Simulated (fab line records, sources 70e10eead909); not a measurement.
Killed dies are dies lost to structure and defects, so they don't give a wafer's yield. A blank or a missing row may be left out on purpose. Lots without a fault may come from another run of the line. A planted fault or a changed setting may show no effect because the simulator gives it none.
A struck lot beside a sound one | flow nand_harc | 40 steps out of a route of 1302
Sound: wafers L863.1, L863.5, L863.6. Struck: wafer L872.5. (L872.2, L872.4 of the same lot were not struck and are left out.) The cause comes at the end.
At each step with rows: each side's tool, then ch and its chambers, then its first start. Under that, the readings that differ: sound wafers | struck wafers | difference of the means | sigmas: that difference in standard deviations of wafers without a fault.
alike: readings whose means differ by less than 2 such deviations, and words and numbers that are the same on both sides. not compared: withheld readings, readings that some wafer has no value for, bounds like >300 that may hide the same value, and numbers for which the record gives no deviation and whose values overlap.
The two part at a step that has a row with sigmas, a row that says differs or no value, or rows on one side only. Numbers that don't overlap but have no deviation are shown without sigmas and don't part them. A reading that every wafer of one side lacks parts them only if that side has two wafers or more.

NHARC_A_BONDPAD_OVL_MEAS_35:
  sound on overlay-02, day 24 21:40; struck on overlay-02, day 29 01:05
  reading           | sound       | struck | difference | sigmas
  overlay_x_nm (nm) | -14 -14 -14 | 3      | +17        | +2
  alike: overlay_y_nm
then, 1 step without rows for these wafers: NHARC_A_BONDPAD_HARDBAKE_10 (time 65 s).
NHARC_A_BONDPAD_DESCUM_11: chemistry O2, time 3 s.
  sound on rie_diel-03 ch 1,2, day 24 21:48; struck on rie_diel-03 ch 1, day 29 01:13
  reading                | sound                | struck | difference | sigmas
  oes_product_au (a.u.)  | 0.994 0.984 1.002    | 1.029  | +0.036     | +3
  throttle_valve_pct (%) | 11.305 11.314 11.318 | 11.290 | -0.022     | -2
  alike: drypump_motor_current_A, rf_vpp_V, showerhead_plenum_p_Torr
  not compared: rf_hours_counter_h
then, 2 steps without rows for these wafers: NHARC_A_BONDPAD_ETCH_34 (etches the open film in N2/H2, target depth 60 nm, overetch 18 nm, time 65.91 s); NHARC_A_BONDPAD_ETCH_12 (etches the open film in CHF3/O2, target depth 220 nm, time 110 s).
NHARC_A_BONDPAD_CD_MEAS_13:
  sound on cd_sem-02, day 24 22:06; struck on cd_sem-02, day 29 01:35
  alike: cd_nm
then, 1 step without rows for these wafers: NHARC_A_BONDPAD_STRIP_15 (strips in O2).
NHARC_A_BONDPAD_ETCH_24: etches the open film in CF4/N2, target depth 30 nm, time 72.99 s.
  sound on rie_diel-13 ch 0,3; struck on rie_diel-12 ch 1
  alike: drypump_motor_current_A, oes_product_au, rf_vpp_V, showerhead_plenum_p_Torr, throttle_valve_pct
  not compared: rf_hours_counter_h
then, 2 steps without rows for these wafers: NHARC_A_BONDPAD_STRIP_16 (strips in post etch residue remover, time 600 s); NHARC_A_BONDPAD_DEGAS_25 (time 60 s).
NHARC_A_BONDPAD_PRE_CLEAN_26: time 30 s.
  sound on pvd_sputter-03; struck on pvd_sputter-02
  alike: heater_power_w
then, 1 step without rows for these wafers: NHARC_A_BONDPAD_PVD_17 (deposits TaN, target thk 5 nm, time 8.06 s).
NHARC_A_BONDPAD_PVD_27: deposits Cu, target thk 30 nm, time 20.49 s.
  sound on pvd_sputter-03, day 24 22:58; struck on pvd_sputter-02, day 29 02:27
  alike: substrate_temp_c, throttle_valve_pct
then, 2 steps without rows for these wafers: NHARC_A_BONDPAD_ECD_18 (material Cu, target thk 400 nm); NHARC_A_BONDPAD_ANNEAL_28 (time 90 s).
NHARC_A_BONDPAD_CMP_19: polishes, t overpolish 30 s, cu recess touch 16 s, target thk 169.82 nm.
  sound on cmp-03 ch 0,1, day 24 23:50; struck on cmp-01 ch 2, day 29 03:19
  alike: motor_current_A, overpolish_run_s, slurry_flow_ml_min
  not compared: pad_life_wafers
then, 1 step without rows for these wafers: NHARC_A_BONDPAD_SRD_21 (time 30 s, dry time 20 s).
NHARC_A_BONDPAD_INSPECT_23:
  sound on defect_inspect-01, day 25 00:20; struck on defect_inspect-01, day 29 03:50
  alike: raw_defect_count
then, 5 steps without rows for these wafers: NHARC_HYBRID_BOND_ACTIVATE_00 (chemistry N2, time 60 s); NHARC_HYBRID_BOND_PRECLEAN_01 (cleans in DIW, time 300 s); NHARC_HYBRID_BOND_SRD_02 (time 30 s, dry time 20 s); NHARC_HYBRID_BOND_BOND_03; NHARC_HYBRID_BOND_ANNEAL_04 (time 7200 s).
NHARC_HYBRID_BOND_OVL_MEAS_05:
  the record has rows for the sound wafers here (overlay-01, day 25 09:37) and none for the struck ones
NHARC_HYBRID_BOND_INSPECT_06: inspects for defects (ir void).
  the record has rows for the sound wafers here (defect_inspect-01, day 25 09:40) and none for the struck ones
NHARC_THIN_TSV_GRIND_00:
  the record has rows for the sound wafers here (grinder-01 ch 0, day 25 09:49) and none for the struck ones
then, 1 step without rows for these wafers: NHARC_THIN_TSV_CMP_01 (polishes).
NHARC_THIN_TSV_THK_MEAS_02: measures by ir.
  the record has rows for the sound wafers here (film_metro-01, day 25 11:18) and none for the struck ones
then, 11 steps without rows for these wafers: NHARC_THIN_TSV_SRD_03; NHARC_THIN_TSV_PRECLEAN_41 (cleans in SC1); NHARC_THIN_TSV_SRD_42; NHARC_THIN_TSV_DEP_43 (deposits SiO2, target thk 1328.5 nm); NHARC_THIN_TSV_DEHYDRATE_04 (time 120 s); NHARC_THIN_TSV_HMDS_05 (time 30 s); NHARC_THIN_TSV_COAT_06; NHARC_THIN_TSV_SOFTBAKE_07 (time 95 s); NHARC_THIN_TSV_EBR_08; NHARC_THIN_TSV_EXPOSE_09 (exposes mask TSV); NHARC_THIN_TSV_PEB_10 (peb time 85 s).
NHARC_END_SORT_01:
  sound on prober-01 ch 0, day 26 03:16; struck on prober-01 ch 0, day 30 21:32
  reading                  | sound          | struck | difference | sigmas
  defect_limited_yield (%) | 90.0 90.8 88.6 | 0      | -90        | -37
  killed_at_array          | 59 57 74       | 671    | +608       | +36
  killed_dies              | 68 62 77       | 677    | +608       | +38
  killed_open              | 1 2 2          | 6      | +4         | +2
  alike: killed_at_other, killed_at_periphery, killed_short

WHERE THEY PART
First at NHARC_A_BONDPAD_OVL_MEAS_35; last, within this record, at NHARC_END_SORT_01.

WHY: what the simulator had put in
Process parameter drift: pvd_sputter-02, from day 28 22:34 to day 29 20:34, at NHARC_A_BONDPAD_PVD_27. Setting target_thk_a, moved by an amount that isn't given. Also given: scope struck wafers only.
